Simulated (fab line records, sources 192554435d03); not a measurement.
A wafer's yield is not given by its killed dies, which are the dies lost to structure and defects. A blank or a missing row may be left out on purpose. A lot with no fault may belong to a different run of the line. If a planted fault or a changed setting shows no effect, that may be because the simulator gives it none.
Chamber matching + flow n5Finfet + N5_BEOL_M1_CO_CAP_55 on cvdCo-02 has 3 sister chambers
The step material Co, precursor CCTBA/H2, target thk 2 nm, time 102.1 s. 30 wafers are shown with their chamber, then 12 later ones without.

WAFERS, EACH WITH ITS CHAMBER
| wafer  | chamber | heaterPowerW (W) |
|--------|---------|------------------|
| L074.3 | 0       | 256              |
| L074.5 | 2       | 265              |
| L074.6 | 0       | 253              |
| L075.2 | 0       | 257              |
| L075.5 | 1       | 244              |
| L075.6 | 0       | 257              |
| L078.3 | 1       | 239              |
| L078.4 | 0       | 257              |
| L078.6 | 2       | 259              |
| L080.1 | 1       | 247              |
| L080.2 | 2       | 262              |
| L080.3 | 0       | 261              |
| L082.2 | 2       | 265              |
| L082.3 | 1       | 245              |
| L082.6 | 2       | 260              |
| L083.1 | 2       | 262              |
| L083.3 | 0       | 257              |
| L083.6 | 1       | 244              |
| L084.1 | 2       | 259              |
| L084.2 | 0       | 252              |
| L084.5 | 0       | 255              |
| L087.1 | 0       | 256              |
| L087.2 | 1       | 243              |
| L087.3 | 2       | 266              |
| L088.1 | 0       | 253              |
| L088.2 | 2       | 264              |
| L088.3 | 1       | 244              |
| L089.1 | 2       | 258              |
| L089.3 | 0       | 260              |
| L089.4 | 0       | 255              |

SIGNATURES (averages over the wafers above)
| reading      | chamber 0 | chamber 1 | chamber 2 | scatter within a chamber |
|--------------|-----------|-----------|-----------|--------------------------|
| heaterPowerW | 256.08    | 243.71    | 262.00    | 2.67                     |
Rule: a wafer lies at a distance from a chamber equal to the root of the sum of squares, over the readings, of (its reading less the chamber's mean, divided by the reading's scatter). If the next closest chamber is less than 2 further off than the closest, the wafer can't be placed; otherwise it belongs to the closest. The scatter: the root of (the sum of the squares of (reading less its chamber's mean) over the shown wafers, divided by (wafers less chambers)).

WAFERS WITH NO CHAMBER GIVEN
| wafer  | heaterPowerW (W) |
|--------|------------------|
| L091.3 | 262              |
| L091.4 | 262              |
| L091.6 | 248              |
| L090.2 | 269              |
| L090.3 | 242              |
| L090.5 | 260              |
| L096.2 | 256              |
| L096.3 | 255              |
| L096.5 | 257              |
| L097.2 | 263              |
| L097.4 | 263              |
| L097.5 | 256              |

CHAMBER TAKEN BY EACH
| wafer  | from the rows above     | in truth                   |
|--------|-------------------------|----------------------------|
| L091.3 | 2                       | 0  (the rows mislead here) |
| L091.4 | 2                       | 2                          |
| L091.6 | can't be placed: 1 or 0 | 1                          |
| L090.2 | 2                       | 2                          |
| L090.3 | 1                       | 1                          |
| L090.5 | can't be placed: 2 or 0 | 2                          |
| L096.2 | 0                       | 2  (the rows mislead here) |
| L096.3 | 0                       | 0                          |
| L096.5 | can't be placed: 0 or 2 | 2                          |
| L097.2 | 2                       | 2                          |
| L097.4 | 2                       | 2                          |
| L097.5 | 0                       | 0                          |
7 of 12 placed correctly. Unplaceable from these rows: 3, with the true chamber sitting among the candidates in 3. Placed wrongly: 2.
